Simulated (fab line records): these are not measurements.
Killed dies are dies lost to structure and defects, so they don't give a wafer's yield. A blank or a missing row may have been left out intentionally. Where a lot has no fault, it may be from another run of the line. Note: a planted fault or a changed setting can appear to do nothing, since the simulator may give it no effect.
A struck lot beside a sound one || flow n5-finfet || 37 out of 1938 route steps
Sound: the wafers L285.4, L285.5, L285.6. Wafers L278.2, L278.4 were the ones struck. At the end, the cause is stated.
For every step that has rows: the tool of each side, followed by ch and its chambers, followed by its first start. Under that, the readings that differ: sound wafers || struck wafers || difference of the means || sigmas: that difference in standard deviations of wafers without a fault.
alike: words and numbers the same on both sides, and readings whose means are apart by under 2 such deviations; not compared: readings that were withheld, readings missing a value for some wafer, numbers with overlapping values and no deviation given by the record, and bounds like >300 which may hide the same value.
Wherever a step has rows on one side only, a row that says differs or no value, or a row with sigmas, the two part there. When numbers do not overlap yet have no deviation, they are printed without sigmas and do not part them. A reading that every wafer of one side lacks parts them only if that side has two wafers or more.

first, 9 steps without rows for these wafers: N5_BEOL_M13_PRE_CLEAN_42 (time 30 s); N5_BEOL_M13_SPUTTER_43 (material TaN, target thk 15 nm, time 24.19 s); N5_BEOL_M13_SPUTTER_44 (material Ta, target thk 10 nm, time 16.13 s); N5_BEOL_M13_SPUTTER_45 (material Cu, target thk 80 nm, time 13.33 s); N5_BEOL_M13_ECD_47 (material Cu, target thk 936 nm); N5_BEOL_M13_ANNEAL_48 (time 90 s); N5_BEOL_M13_CMP_49 (polishes, stops on SiOC, t overpolish 17.1 s, target thk 420 nm); N5_BEOL_M13_PRE_CLEAN_52 (time 15 s); N5_BEOL_M13_DEP_53 (deposits SiCN from 3MS/NH3, target thk 50 nm, time 17.8 s).
N5_BEOL_M14_ILD_DEP_00: deposits SiO2 from TEOS/O2, target thk 1119.3 nm, time 237.4 s.
  sound on pecvd-01 ch 0,1,2, day 16 06:19; struck on pecvd-02 ch 0, day 15 07:52
{"reading": "run-length-s (s)", "sound": "280.4 280.0 281.1", "struck": "255.9 256.2", "difference": -24.4, "sigmas": -44}
{"reading": "model.SiO2_of_BEOL_M14_ILD_DEP_00.thk-nm (nm)", "sound": "1129 1133 1125", "struck": "1004 1004", "difference": -125, "sigmas": ""}
  alike: heater-power-w, showerhead-plenum-p-Torr, throttle-valve-pct
N5_BEOL_M14_THK_MEAS_01:
  struck on film-metro-02, day 15 08:03; sound on film-metro-02, day 16 06:26
{"reading": "M14_ILD_THK (nm)", "sound": "1130 1133 1125", "struck": "1005 1004", "difference": -125, "sigmas": -8}
then, 10 steps without rows for these wafers: N5_BEOL_M14_COAT_58 (time 60 s, resist thk 89 nm); N5_BEOL_M14_COAT_04 (resist thk 800 nm); N5_BEOL_M14_EBR_06; N5_BEOL_M14_SOFTBAKE_05 (time 60 s); N5_BEOL_M14_EXPOSE_07 (exposes mask V13); N5_BEOL_M14_PEB_08 (peb time 90 s); N5_BEOL_M14_DEVELOP_09 (develop time 45 s); N5_BEOL_M14_HARDBAKE_14 (time 120 s); N5_BEOL_M14_DESCUM_15 (chemistry O2, time 7.9 s); N5_BEOL_M14_ETCH_59 (etches BARC in N2/H2, target depth 89 nm, overetch 26.7 nm, time 67.9 s).
N5_BEOL_M14_VIA_ETCH_16: etches SiO2 in C4F8/O2/Ar, target depth 1231.3 nm.
  sound on rie-diel-06 ch 0,2,3, day 16 07:08; struck on rie-diel-02 ch 0,1, day 15 08:42
{"reading": "model.etch.depth-nm (nm)", "sound": "1129 1133 1125", "struck": "1004 1004", "difference": -125, "sigmas": ""}
{"reading": "model.coat_of_BEOL_M14_COAT_04.thk-nm (nm)", "sound": "458.2 447.6 452.6", "struck": "482.2 489.6", "difference": "+33.1", "sigmas": ""}
  alike: chamber-pressure-mTorr, drypump-motor-current-A, oes_f_703_au, oes-product-au, rf-vpp-V, showerhead-plenum-p-Torr, throttle-valve-pct
then, 13 steps without rows for these wafers: N5_BEOL_M14_STRIP_63 (strips in O2); N5_BEOL_M14_STRIP_64 (strips in O2); N5_BEOL_M14_STRIP_71 (strips in post etch residue remover, time 60 s); N5_BEOL_M14_SRD_72 (time 30 s, dry time 30 s); N5_BEOL_M14_COAT_65 (time 60 s, resist thk 450 nm); N5_BEOL_M14_COAT_66 (time 60 s, resist thk 110 nm); N5_BEOL_M14_COAT_22 (resist thk 300 nm); N5_BEOL_M14_EBR_24; N5_BEOL_M14_SOFTBAKE_23 (time 60 s); N5_BEOL_M14_EXPOSE_25 (exposes mask M14, target cd 280 nm); N5_BEOL_M14_PEB_26 (peb time 90 s); N5_BEOL_M14_DEVELOP_27 (develop time 45 s); N5_BEOL_M14_HARDBAKE_32 (time 120 s).
N5_BEOL_M14_CMP_49: polishes, stops on SiO2, t overpolish 5.2 s, target thk 560 nm.
  sound on cmp-03 ch 0,1, day 16 11:15; struck on cmp-03 ch 0,3, day 15 13:56
{"reading": "model.SiO2_of_BEOL_M14_ILD_DEP_00.thk-nm (nm)", "sound": "1047 1050 1047", "struck": "925.4 919.6", "difference": -125.5, "sigmas": ""}
  alike: clearing-platen-down-force-psi, motor-current-A
N5_PASSIVATION_PROBE_49:
  struck on prober-02, day 16 12:55; sound on prober-01, day 17 10:46
  alike: defect-limited-yield, killed_at_M0_to_M3, killed_at_M4_up, killed-at-contacts, killed-at-front-end, killed-at-other, killed-dies, killed-open, killed-short, sort_bin_5_function, sort_bin_6_memory, sort_bin_8_speed, sort-n-pass, sort-yield-pct

== WHERE THEY PART ==
First at N5_BEOL_M14_ILD_DEP_00; last, within this record, at N5_BEOL_M14_THK_MEAS_01. Later steps at which nothing parts them and some readings are alike: N5_BEOL_M14_VIA_ETCH_16, N5_BEOL_M14_CMP_49, N5_PASSIVATION_PROBE_49.

WHY: the cause the simulator had injected
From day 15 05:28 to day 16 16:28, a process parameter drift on pecvd-02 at N5_BEOL_M14_ILD_DEP_00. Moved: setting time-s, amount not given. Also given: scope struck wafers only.
